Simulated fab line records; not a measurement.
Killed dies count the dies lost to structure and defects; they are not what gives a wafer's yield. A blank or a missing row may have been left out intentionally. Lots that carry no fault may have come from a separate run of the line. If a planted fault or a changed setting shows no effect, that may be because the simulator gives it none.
Matching of chambers + flow n5-finfet + N5_FIN_CUT_ETCH_30 on rie-diel-01 has 4 sister chambers
The step etches underlayer in N2/H2, target depth 13 nm, time 10.4 s. 16 wafers are shown with their chamber, then 8 later ones without.

## WAFERS WITH THEIR CHAMBER
| wafer  | chamber | showerhead-plenum-p-Torr (Torr) | drypump-motor-current-A (A) | oes-product-au (a.u.) |
|--------|---------|---------------------------------|-----------------------------|-----------------------|
| L075.1 | 1       | 2.73                            | 5.8                         | 0.82                  |
| L075.3 | 0       | 2.66                            | 6.2                         | 0.63                  |
| L075.4 | 3       | 2.55                            | 5.2                         | 0.69                  |
| L081.1 | 0       | 2.66                            | 6.2                         | 0.64                  |
| L081.5 | 1       | 2.73                            | 5.8                         | 0.78                  |
| L081.6 | 0       | 2.66                            | 6.2                         | 0.63                  |
| L082.3 | 0       | 2.66                            | 6.1                         | 0.62                  |
| L082.4 | 2       | 2.40                            | 4.8                         | 0.58                  |
| L082.6 | 0       | 2.66                            | 6.1                         | 0.63                  |
| L083.2 | 2       | 2.40                            | 4.8                         | 0.58                  |
| L083.4 | 3       | 2.55                            | 5.2                         | 0.68                  |
| L083.5 | 0       | 2.66                            | 6.1                         | 0.62                  |
| L085.2 | 2       | 2.40                            | 4.8                         | 0.57                  |
| L085.3 | 0       | 2.66                            | 6.2                         | 0.62                  |
| L085.4 | 1       | 2.72                            | 5.9                         | 0.77                  |
| L086.1 | 0       | 2.66                            | 6.1                         | 0.63                  |

SIGNATURES (means of the wafers above)
| reading                  | chamber 0 | chamber 1 | chamber 2 | chamber 3 | scatter within a chamber |
|--------------------------|-----------|-----------|-----------|-----------|--------------------------|
| showerhead-plenum-p-Torr | 2.6600    | 2.7267    | 2.4000    | 2.5500    | 0.00236                  |
| drypump-motor-current-A  | 6.150     | 5.833     | 4.800     | 5.200     | 0.0471                   |
| oes-product-au           | 0.6275    | 0.7900    | 0.5767    | 0.6850    | 0.0125                   |
Rule: a wafer lies at a distance from a chamber equal to the root of the sum of squares, over the readings, of (its reading less the chamber's mean, divided by the reading's scatter). The wafer belongs to the nearest chamber; if the next one is less than 2 further off, it can't be placed. The scatter is the square root of a quotient: the sum, over the shown wafers, of each reading's squared deviation from its chamber's mean, divided by wafers minus chambers.

## WAFERS WITH NO CHAMBER GIVEN
| wafer  | showerhead-plenum-p-Torr (Torr) | drypump-motor-current-A (A) | oes-product-au (a.u.) |
|--------|---------------------------------|-----------------------------|-----------------------|
| L086.3 | 2.72                            | 5.8                         | 0.78                  |
| L086.4 | 2.66                            | 6.2                         | 0.62                  |
| L094.1 | 2.71                            | 4.8                         | 0.83                  |
| L094.4 | 2.65                            | 6.1                         | 0.61                  |
| L094.6 | 2.71                            | 4.8                         | 0.83                  |
| L095.1 | 2.71                            | 5.8                         | 0.75                  |
| L095.3 | 2.65                            | 6.2                         | 0.61                  |
| L095.4 | 2.54                            | 5.2                         | 0.66                  |

## THE CHAMBER EACH PASSED THROUGH
| wafer  | from the rows above | in truth                   |
|--------|---------------------|----------------------------|
| L086.3 | 1                   | 1                          |
| L086.4 | 0                   | 0                          |
| L094.1 | 1                   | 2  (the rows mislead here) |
| L094.4 | 0                   | 0                          |
| L094.6 | 1                   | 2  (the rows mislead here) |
| L095.1 | 1                   | 1                          |
| L095.3 | 0                   | 0                          |
| L095.4 | 3                   | 3                          |
Correct placement for 6 of the 8. Left unplaced by these rows: 0. Wrongly placed: 2.
